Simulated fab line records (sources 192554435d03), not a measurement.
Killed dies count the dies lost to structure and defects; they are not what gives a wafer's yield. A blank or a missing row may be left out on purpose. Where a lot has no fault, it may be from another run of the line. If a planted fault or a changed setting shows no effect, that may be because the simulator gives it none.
Matching of chambers | flow n5 finfet | 4 sister chambers for N5_BEOL_M0_SAQP_STRIP_108 on rie diel-05
The step strips in N2/H2. 4 wafers are shown with their chamber, then 12 later ones without.

== WAFERS, EACH WITH ITS CHAMBER ==
wafer  | chamber | showerhead plenum p Torr (Torr)
L087.6 | 1       | 3.20
L094.1 | 2       | 3.43
L094.2 | 0       | 3.38
L094.3 | 3       | 3.29

== WAFERS WHOSE CHAMBER IS MISSING ==
wafer  | showerhead plenum p Torr (Torr)
L094.4 | 3.29
L094.5 | 3.43
L094.6 | 3.38
L096.1 | 3.29
L096.2 | 3.38
L096.3 | 3.42
L096.4 | 3.42
L096.5 | 3.38
L096.6 | 3.29
L097.1 | 3.38
L097.3 | 3.60
L097.5 | 3.38

== CHAMBER TAKEN BY EACH ==
wafer  | from the rows above          | in truth
L094.4 | can't be placed: 3 or 0 or 1 | 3
L094.5 | can't be placed: 2 or 0      | 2
L094.6 | can't be placed: 0 or 2 or 3 | 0
L096.1 | can't be placed: 3 or 0 or 1 | 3
L096.2 | can't be placed: 0 or 2 or 3 | 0
L096.3 | can't be placed: 2 or 0      | 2
L096.4 | can't be placed: 2 or 0      | 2
L096.5 | can't be placed: 0 or 2 or 3 | 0
L096.6 | can't be placed: 3 or 0 or 1 | 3
L097.1 | can't be placed: 0 or 2 or 3 | 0
L097.3 | can't be placed: 2 or 0      | 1
L097.5 | can't be placed: 0 or 2 or 3 | 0
Correct placement for 0 of the 12. These rows do not allow placing 12 (true chamber among the candidates in 11). 0 placed wrongly.
How it was worked out, from the rows above alone: a wafer's distance from a chamber is the root of the sum, over the readings, of the square of ((its reading less the chamber's mean) divided by the reading's scatter). If the next closest chamber is less than 2 further off than the closest, the wafer can't be placed; otherwise it belongs to the closest. A chamber's mean is the mean of its shown wafers. The scatter: with one shown wafer a chamber, the root of the mean of the squares of how far each hidden wafer lies from its nearest shown one.
